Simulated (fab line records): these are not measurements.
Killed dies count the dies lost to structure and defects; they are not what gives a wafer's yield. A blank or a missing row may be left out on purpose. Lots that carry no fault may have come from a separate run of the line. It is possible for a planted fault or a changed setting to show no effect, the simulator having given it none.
Which tool was responsible? || flow nand harc || 6 lots, 18 wafers sampled, at 3 steps of a route of 1159

## WHAT EACH GAUGE READ, for each wafer
NHARC_END_SORT_01.
{"lot": "L708", "measured": "day 21 05:58", "on": "prober-01", "killed at other": "0 0 1"}
{"lot": "L718", "measured": "day 23 06:13", "on": "prober-02", "killed at other": "0 0 0"}
{"lot": "L719", "measured": "day 23 20:10", "on": "prober-02", "killed at other": "0 0 1"}
{"lot": "L722", "measured": "day 25 12:18", "on": "prober-01", "killed at other": "4 4 2"}

## WHICH TOOL RAN EACH LOT (tool, then ch and the chambers of the sampled wafers, then the start)
{"lot": "L703", "NHARC_A_BLC_ETCH_16": "rie diel-07 ch 1,3, day 17 16:12", "NHARC_A_M0_SOFTBAKE_04": "litho track-01 ch 0, day 18 00:00"}
{"lot": "L706", "NHARC_A_BLC_ETCH_16": "rie diel-01 ch 0,3, day 18 18:37", "NHARC_A_M0_SOFTBAKE_04": "litho track-06 ch 0, day 18 22:00"}
{"lot": "L708", "NHARC_A_BLC_ETCH_16": "rie diel-06 ch 0,1,3, day 19 06:36", "NHARC_A_M0_SOFTBAKE_04": "litho track-06 ch 0, day 19 12:00"}
{"lot": "L718", "NHARC_A_BLC_ETCH_16": "rie diel-06 ch 0,3, day 21 10:38", "NHARC_A_M0_SOFTBAKE_04": "litho track-01 ch 0, day 21 16:00"}
{"lot": "L719", "NHARC_A_BLC_ETCH_16": "rie diel-06 ch 2,3, day 21 17:43", "NHARC_A_M0_SOFTBAKE_04": "litho track-04 ch 0, day 22 01:00"}
{"lot": "L722", "NHARC_A_BLC_ETCH_16": "rie diel-07 ch 0,1,3, day 23 02:21", "NHARC_A_M0_SOFTBAKE_04": "litho track-06 ch 0, day 23 13:00"}
- NHARC_A_BLC_ETCH_16: etches the open film in CF4, target depth 39 nm, time 65 s.
- NHARC_A_M0_SOFTBAKE_04: time 55 s.

## THE ANSWER, worked out from the rows above alone
Rule: the lots themselves supply what counts as usual. The widest of any qualifying gaps counts: lots, ordered by their means at a reading, are off when they make up no more than a third of the lots, leave a main group of 4 or more, and stand apart from it by 3 or more times the standard deviation of that group's means. If all means in a main group match to the digits the tables above print for the reading, that group is not used. A lot without any number at a reading at which 4 lots or more have one is off too. Where the step has rows for the other lots, those lots are counted as sound.
Nothing can be told from this: no lot is off at any reading shown.

## WHAT THE SIMULATOR HAD INSERTED
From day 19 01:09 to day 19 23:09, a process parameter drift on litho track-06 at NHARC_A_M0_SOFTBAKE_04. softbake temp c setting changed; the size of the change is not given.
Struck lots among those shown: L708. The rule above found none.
